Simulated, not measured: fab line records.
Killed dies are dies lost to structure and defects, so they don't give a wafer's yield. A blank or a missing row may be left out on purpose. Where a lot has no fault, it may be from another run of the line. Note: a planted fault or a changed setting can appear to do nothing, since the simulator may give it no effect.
Matching of chambers    flow n5_finfet    N5_BEOL_M1_ALD_84 on ald_metal-03 has 4 sister chambers
The step deposits TaN, pulse time 2 s, purge time 3 s, co reactant purge time 2 s. 22 wafers are shown with their chamber, then 11 later ones without.

WAFERS PAIRED WITH THEIR CHAMBERS
wafer   chamber  heater_power_w (W)  heater_power_outer_w (W)
L074.2  2        425                 256
L074.3  1        388                 221
L074.5  1        388                 221
L075.3  2        428                 253
L075.4  1        392                 213
L075.6  2        423                 248
L079.1  0        531                 266
L079.4  3        466                 244
L079.6  1        385                 218
L080.1  1        391                 213
L080.2  3        466                 241
L080.4  2        432                 252
L083.3  3        453                 239
L083.5  2        415                 255
L083.6  3        463                 237
L085.3  2        415                 254
L085.5  0        507                 260
L085.6  1        393                 220
L088.3  2        425                 262
L088.4  0        515                 259
L088.6  0        508                 272
L090.3  1        389                 218

SIGNATURES (averages over the wafers above)
reading               chamber 0  chamber 1  chamber 2  chamber 3  scatter within a chamber
heater_power_w        515.25     389.43     423.29     462.00     6.54
heater_power_outer_w  264.25     217.71     254.29     240.25     4.19
Rule: for a wafer and a chamber, the distance is found by dividing, reading by reading, the gap between the wafer's reading and the chamber's mean by the reading's scatter, squaring, summing and taking the root. If the next closest chamber is less than 2 further off than the closest, the wafer can't be placed; otherwise it belongs to the closest. How the scatter is found: for the shown wafers, subtract from each reading the mean of its chamber, square and add these, divide the total by (wafers less chambers), then take the root.

WAFERS WITH NO CHAMBER GIVEN
wafer   heater_power_w (W)  heater_power_outer_w (W)
L090.4  467                 236
L090.5  472                 235
L091.1  531                 260
L091.2  387                 214
L091.5  469                 239
L095.1  523                 266
L095.2  465                 237
L095.3  429                 249
L097.1  512                 259
L097.3  380                 216
L097.6  420                 249

WHICH CHAMBER EACH WENT THROUGH
wafer   from the rows above  in truth
L090.4  3                    3
L090.5  3                    3
L091.1  0                    0
L091.2  1                    1
L091.5  3                    3
L095.1  0                    0
L095.2  3                    3
L095.3  2                    2
L097.1  0                    0
L097.3  1                    1
L097.6  2                    2
Correct placement for 11 of the 11. Left unplaced by these rows: 0. 0 placed wrongly.
